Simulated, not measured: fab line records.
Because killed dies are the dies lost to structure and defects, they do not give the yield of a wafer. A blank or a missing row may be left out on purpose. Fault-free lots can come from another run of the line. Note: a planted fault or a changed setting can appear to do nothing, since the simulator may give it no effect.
A lot that was struck, set against a sound lot || flow nandHarc || 27 out of 1302 route steps
Sound: these wafers, L652.1, L652.4, L652.6. Wafers L634.3, L634.5, L634.6 were the ones struck. At the end, the cause is stated.
At each step with rows: each side's tool, then ch and its chambers, then its first start. Under that, the readings that differ: sound wafers || struck wafers || difference of the means || sigmas: that difference in standard deviations of wafers without a fault.
alike: words and numbers the same on both sides, and readings whose means are apart by under 2 such deviations; not compared: readings that were withheld, readings missing a value for some wafer, numbers with overlapping values and no deviation given by the record, and bounds like >300 which may hide the same value.
A row with sigmas, a row that says differs or no value, or rows on one side alone: a step with any of these is where the two part. Numbers that have no deviation but don't overlap get no sigmas and don't part them. A reading missing from all wafers of one side parts the sides only when that side holds two or more wafers.

first, 11 steps without rows for these wafers: NHARC_A_DECK1_JOINT_ETCHBACK_00 (etches the open film in HBr, target depth 30 nm, time 17.4 s); NHARC_A_DECK1_JOINT_PRECLEAN_30 (cleans in SC1); NHARC_A_DECK1_JOINT_SRD_31; NHARC_A_DECK1_JOINT_CVD_34 (deposits SiNx, target thk 20 nm); NHARC_A_DECK1_JOINT_DEP_06 (deposits SiOx, target thk 80 nm); NHARC_A_DECK1_JOINT_CURE_26 (time 32 s); NHARC_A_DECK1_JOINT_ANNEAL_27 (time 3600 s); NHARC_A_DECK1_JOINT_ANNEAL_28 (time 1800 s); NHARC_A_DECK1_JOINT_ANNEAL_29 (time 1800 s); NHARC_A_DECK1_JOINT_CMP_02 (polishes SiOx); NHARC_A_DECK1_JOINT_SRD_15.
NHARC_A_DECK1_JOINT_DEP_16: deposits SiO2, target thk 45 nm.
  sound on pecvd-02 ch 0,1,2, day 21 11:51; struck on pecvd-04 ch 0,1,2, day 14 20:17
  alike: heaterPowerW, throttleValvePct
then, 14 steps without rows for these wafers: NHARC_A_ONON_D2_DEP_00 (target thk 1000 nm); NHARC_A_ONON_D2_DEP_03 (target thk 1000 nm); NHARC_A_ONON_D2_DEP_06 (target thk 1000 nm); NHARC_A_ONON_D2_DEP_09 (target thk 1000 nm); NHARC_A_ONON_D2_DEP_12 (target thk 1000 nm); NHARC_A_ONON_D2_ANNEAL_15 (time 3600 s); NHARC_A_ONON_D2_DEP_16 (target thk 1000 nm); NHARC_A_ONON_D2_DEP_19 (target thk 1000 nm); NHARC_A_ONON_D2_DEP_22 (target thk 1000 nm); NHARC_A_ONON_D2_DEP_25 (target thk 1000 nm); NHARC_A_ONON_D2_DEP_28 (target thk 1000 nm); NHARC_A_ONON_D2_DEP_33 (deposits SiO2, target thk 200 nm); NHARC_A_CHANNEL_HOLE_D2_DEP_00 (deposits aC, target thk 3100 nm); NHARC_A_CHANNEL_HOLE_D2_DEP_01 (deposits SiON, target thk 140 nm).
-- the record jumps here: 3 days lie between the struck wafers' starts before and after (it left off in module A_CHANNEL_HOLE_D2 and takes up again in module A_CHANNEL_FILL_D2, whose first step shown is number 637 of the route) --
NHARC_A_CHANNEL_FILL_D2_RTA_24: time 5 s.
  sound on rtpAnneal-02 ch 0, day 24 16:46; struck on rtpAnneal-01 ch 0, day 18 04:43
{"reading": "wafer_temp_C_max", "sound": "1003.1 1002.9 1002.6", "struck": "1022.5 1023.3 1025.9", "difference": "+21.0", "sigmas": "+12"}
  alike: lampPowerPct

== WHERE THEY PART ==
At NHARC_A_CHANNEL_FILL_D2_RTA_24 and nowhere else, as far as this record goes.

WHY: what had been put in by the simulator
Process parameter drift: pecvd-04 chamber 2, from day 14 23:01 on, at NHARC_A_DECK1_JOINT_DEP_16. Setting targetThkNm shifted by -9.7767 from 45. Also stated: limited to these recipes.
Drift in process parameters on rtpAnneal-01 at NHARC_A_CHANNEL_FILL_D2_RTA_24, starting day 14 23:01. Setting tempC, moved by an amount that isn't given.
